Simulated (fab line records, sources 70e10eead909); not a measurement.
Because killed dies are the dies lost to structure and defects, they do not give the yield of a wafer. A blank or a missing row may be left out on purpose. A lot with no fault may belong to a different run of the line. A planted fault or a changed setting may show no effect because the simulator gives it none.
Which tool did it? + flow nand harc + 11 lots with 33 wafers sampled at 5 steps, on a route of 1159 steps

## WHAT THE GAUGES READ, wafer by wafer
NHARC_END_SORT_01.
| lot  | measured     | on        | defect limited yield (%) |
|------|--------------|-----------|--------------------------|
| L897 | day 22 17:01 | prober-02 | 95.6 97.2 95.7           |
| L900 | day 23 00:46 | prober-01 | 96.9 97.5 96.9           |
| L901 | day 23 16:25 | prober-01 | 95.9 96.8 95.9           |
| L904 | day 23 08:41 | prober-02 | 95.6 94.2 97.2           |
| L908 | day 23 10:12 | prober-01 | 94.5 96.5 95.3           |
| L907 | day 24 01:52 | prober-01 | 94.7 95.9 95.9           |
| L905 | day 24 00:25 | prober-02 | 93.5 95.9 91.6           |
| L906 | day 24 08:08 | prober-02 | 97.5 97.5 97.5           |
| L910 | day 24 08:00 | prober-01 | 94.8 93.2 94.2           |
| L911 | day 24 23:32 | prober-01 | 93.9 95.6 93.6           |
| L917 | day 25 09:01 | prober-01 | 93.9 97.3 95.1           |

## WHAT TOOL EACH LOT RAN ON (gives the tool, then ch and the chambers of the sampled wafers, and finally the start)
| lot  | NHARC_A_BONDPAD_ETCH_24                       | NHARC_A_BONDPAD_ANNEAL_28        | NHARC_THIN_TSV_EXPOSE_09          | NHARC_THIN_TSV_ETCH_15           |
|------|-----------------------------------------------|----------------------------------|-----------------------------------|----------------------------------|
| L897 | rie diel-03 ch 0,2, day 18 06:59 or earlier   | rtp anneal-01 ch 0, day 18 06:59 | krf scanner-01 ch 0, day 21 15:08 | rie si-04 ch 0,2, day 21 16:08   |
| L900 | rie diel-06 ch 0,1,2, day 18 07:56 or earlier | rtp anneal-01 ch 0, day 18 07:56 | krf scanner-04 ch 0, day 21 17:40 | rie si-03 ch 0,2,3, day 21 18:40 |
| L901 | rie diel-04 ch 0,1,3, day 18 17:07 or earlier | rtp anneal-02 ch 0, day 18 17:07 | krf scanner-02 ch 0, day 21 19:56 | rie si-03 ch 0,1,3, day 21 20:55 |
| L904 | rie diel-03 ch 1,2,3, day 19 19:58 or earlier | rtp anneal-01 ch 0, day 19 19:58 | krf scanner-01 ch 0, day 21 21:14 | rie si-06 ch 1,2,3, day 21 22:13 |
| L908 | rie diel-03 ch 1,3, day 20 08:11 or earlier   | rtp anneal-01 ch 0, day 20 08:11 | krf scanner-04 ch 0, day 21 23:47 | rie si-03 ch 0,1,2, day 22 00:46 |
| L907 | rie diel-06 ch 1,2, day 20 21:22 or earlier   | rtp anneal-01 ch 0, day 20 21:22 | krf scanner-02 ch 0, day 22 00:52 | rie si-06 ch 0,2,3, day 22 01:51 |
| L905 | rie diel-06 ch 0,2,3, day 20 20:57 or earlier | rtp anneal-02 ch 0, day 20 20:57 | krf scanner-01 ch 0, day 22 02:04 | rie si-04 ch 0,1,2, day 22 03:04 |
| L906 | rie diel-03 ch 1,2, day 21 05:22              | rtp anneal-01 ch 0, day 21 06:31 | krf scanner-04 ch 0, day 22 03:17 | rie si-03 ch 0,3, day 22 04:17   |
| L910 | rie diel-04 ch 0,1,3, day 21 09:09 or earlier | rtp anneal-02 ch 0, day 21 09:09 | krf scanner-04 ch 0, day 22 04:22 | rie si-04 ch 0,1,3, day 22 05:21 |
| L911 | rie diel-03 ch 0,1,2, day 22 06:28 or earlier | rtp anneal-01 ch 0, day 22 06:28 | krf scanner-04 ch 0, day 22 20:44 | rie si-04 ch 0,1, day 22 21:44   |
| L917 | rie diel-03 ch 1,2,3, day 22 16:59 or earlier | rtp anneal-02 ch 0, day 22 16:59 | krf scanner-04 ch 0, day 23 08:28 | rie si-04 ch 2,3, day 23 09:26   |
- NHARC_A_BONDPAD_ETCH_24: etches the open film in CF4/N2, target depth 30 nm, time 72.99 s.
- NHARC_A_BONDPAD_ANNEAL_28: time 90 s.
- NHARC_THIN_TSV_EXPOSE_09: exposes mask TSV.
- NHARC_THIN_TSV_ETCH_15: target depth 3000 nm, bosch target overetch cycles 2, bosch etch step 2.8 s.

## THE ANSWER, worked out from the rows above alone
Rule: the lots themselves supply what counts as usual. The widest of any qualifying gaps counts: lots, ordered by their means at a reading, are off when they make up no more than a third of the lots, leave a main group of 4 or more, and stand apart from it by 3 or more times the standard deviation of that group's means. A main group whose means are all the same, to the digits that the tables above print for the reading, isn't used. A lot without any number at a reading at which 4 lots or more have one is off too. The other lots that the step has rows for count as sound.
Across all readings shown, no lot is off: no conclusion can be drawn from this.

## WHAT HAD BEEN PUT IN BY THE SIMULATOR
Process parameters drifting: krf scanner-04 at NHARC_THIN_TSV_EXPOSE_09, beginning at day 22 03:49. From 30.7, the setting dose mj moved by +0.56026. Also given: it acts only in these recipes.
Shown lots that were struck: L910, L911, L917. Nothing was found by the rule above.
